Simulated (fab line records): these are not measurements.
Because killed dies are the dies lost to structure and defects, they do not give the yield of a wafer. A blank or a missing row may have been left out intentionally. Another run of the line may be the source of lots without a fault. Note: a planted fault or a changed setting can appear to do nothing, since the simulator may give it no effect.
Split-lot trial | flow n5-finfet | 39 wafers read across 7 lots, on a route 1938 steps long

THE SPLIT ITSELF
At N5_MIM_BOT_SPUTTER_00 (material TiN, target thk 35 nm, time 89.7 s), the setting target-thk-a was moved away from the recipe's 350 angstrom on 15 of the 39 wafers read, by -31.2% to +41.2%. This setting was run at the recipe's value on the other wafers.

The reading is taken at the split's own step.

THE READING
TiN_of_MIM_BOT_SPUTTER_00.thk-nm (the simulator's own value, which no gauge read), in nm, at N5_MIM_BOT_SPUTTER_00 (material TiN, target thk 35 nm, time 89.7 s). There is no usual value for it anywhere in the file. Average 34.9 nm, standard deviation 0.33 nm, over the 24 wafers here run with the recipe.

wafer  | tool, chamber at the split | target-thk-a as run, angstrom | against the recipe | TiN_of_MIM_BOT_SPUTTER_00.thk-nm, nm | against lot-mates on the recipe
L074.1 | pvd-sputter-02, -          | 240.7                         | -31.2%             | 23.8                                 | -11.3
L074.2 | pvd-sputter-02, -          | 350                           | recipe             | 35                                   | -
L074.6 | pvd-sputter-02, -          | 350                           | recipe             | 35                                   | -
L074.3 | pvd-sputter-02, -          | 240.7                         | -31.2%             | 24.4                                 | -10.7
L074.5 | pvd-sputter-02, -          | 240.7                         | -31.2%             | 24.4                                 | -10.7
L074.4 | pvd-sputter-02, -          | 350                           | recipe             | 35.2                                 | -
L077.1 | pvd-sputter-01, -          | 350                           | recipe             | 35.4                                 | -
L077.2 | pvd-sputter-01, -          | 422.5                         | +20.7%             | 42.4                                 | +7.1
L077.3 | pvd-sputter-01, -          | 422.5                         | +20.7%             | 42.6                                 | +7.3
L077.6 | pvd-sputter-01, -          | 422.5                         | +20.7%             | 42.6                                 | +7.3
L077.4 | pvd-sputter-01, -          | 350                           | recipe             | 35.2                                 | -
L077.5 | pvd-sputter-01, -          | 350                           | recipe             | 35.2                                 | -
L078.1 | pvd-sputter-02, -          | 350                           | recipe             | 34.6                                 | -
L078.4 | pvd-sputter-02, -          | 350                           | recipe             | 34.6                                 | -
L078.6 | pvd-sputter-02, -          | 350                           | recipe             | 34.6                                 | -
L078.2 | pvd-sputter-02, -          | 350                           | recipe             | 34.8                                 | -
L078.3 | pvd-sputter-02, -          | 350                           | recipe             | 34.8                                 | -
L078.5 | pvd-sputter-02, -          | 350                           | recipe             | 34.8                                 | -
L076.1 | pvd-sputter-03, -          | 280.3                         | -19.9%             | 28                                   | -6.8
L076.2 | pvd-sputter-03, -          | 350                           | recipe             | 34.8                                 | -
L076.3 | pvd-sputter-03, -          | 350                           | recipe             | 35                                   | -
L076.4 | pvd-sputter-03, -          | 280.3                         | -19.9%             | 27.8                                 | -7.0
L076.5 | pvd-sputter-03, -          | 280.3                         | -19.9%             | 27.8                                 | -7.0
L076.6 | pvd-sputter-03, -          | 350                           | recipe             | 34.6                                 | -
L086.1 | pvd-sputter-03, -          | 350                           | recipe             | 34.4                                 | -
L086.4 | pvd-sputter-03, -          | 350                           | recipe             | 34.2                                 | -
L086.6 | pvd-sputter-03, -          | 350                           | recipe             | 34.6                                 | -
L092.1 | pvd-sputter-01, -          | 350                           | recipe             | 35.2                                 | -
L092.2 | pvd-sputter-01, -          | 442.2                         | +26.3%             | 44.4                                 | +9.2
L092.4 | pvd-sputter-01, -          | 442.2                         | +26.3%             | 44.4                                 | +9.2
L092.3 | pvd-sputter-01, -          | 350                           | recipe             | 35.4                                 | -
L092.5 | pvd-sputter-01, -          | 442.2                         | +26.3%             | 44.6                                 | +9.4
L092.6 | pvd-sputter-01, -          | 350                           | recipe             | 35                                   | -
L097.1 | pvd-sputter-02, -          | 350                           | recipe             | 35.4                                 | -
L097.5 | pvd-sputter-02, -          | 350                           | recipe             | 35.4                                 | -
L097.2 | pvd-sputter-02, -          | 494.3                         | +41.2%             | 49.4                                 | +14.1
L097.3 | pvd-sputter-02, -          | 494.3                         | +41.2%             | 49.6                                 | +14.3
L097.4 | pvd-sputter-02, -          | 494.3                         | +41.2%             | 50                                   | +14.7
L097.6 | pvd-sputter-02, -          | 350                           | recipe             | 35.2                                 | -

THE FIT
A straight line over all 39 wafers: TiN_of_MIM_BOT_SPUTTER_00.thk-nm changes by +0.355 nm for each +1% of target-thk-a; r = +1.00; the points scatter about the line by 0.32 nm.
The same after taking each lot's own level away (the mean of its wafers on the recipe; 39 wafers): +0.349 nm for each +1%; r = +1.00; scatter 0.16 nm.
Per that fit: largest target-thk-a move, reading shift of 14 nm.
Across the lots, their own levels run from 34.40 to 35.33 nm, a range of 2.8 times the standard deviation given above.
The two slopes are in agreement: the lot-to-lot level therefore moves the slope only a little.
Check: for one of the wafers moved furthest among these (+41.2%), held out of the fit, the line's prediction against its lot-mates is +14.4 nm. It came out at +14.1 nm against them.

ADDITIONAL SPLITS CARRIED BY THESE WAFERS
Other splits were also applied to these wafers ahead of the reading. Each is held against what the fit with the lots' levels taken away leaves over:
other split on the same wafers | wafers away from the commonest value | r with TiN_of_MIM_BOT_SPUTTER_00.thk-nm (lot level and that fit taken away)
N5_BEOL_M14_ILD_DEP_00 time-s  | 12                                   | -0.01

FILE'S OWN FIT
TiN_of_MIM_BOT_SPUTTER_00.thk-nm changes by +0.349 nm for each +1% of target-thk-a, r = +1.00.
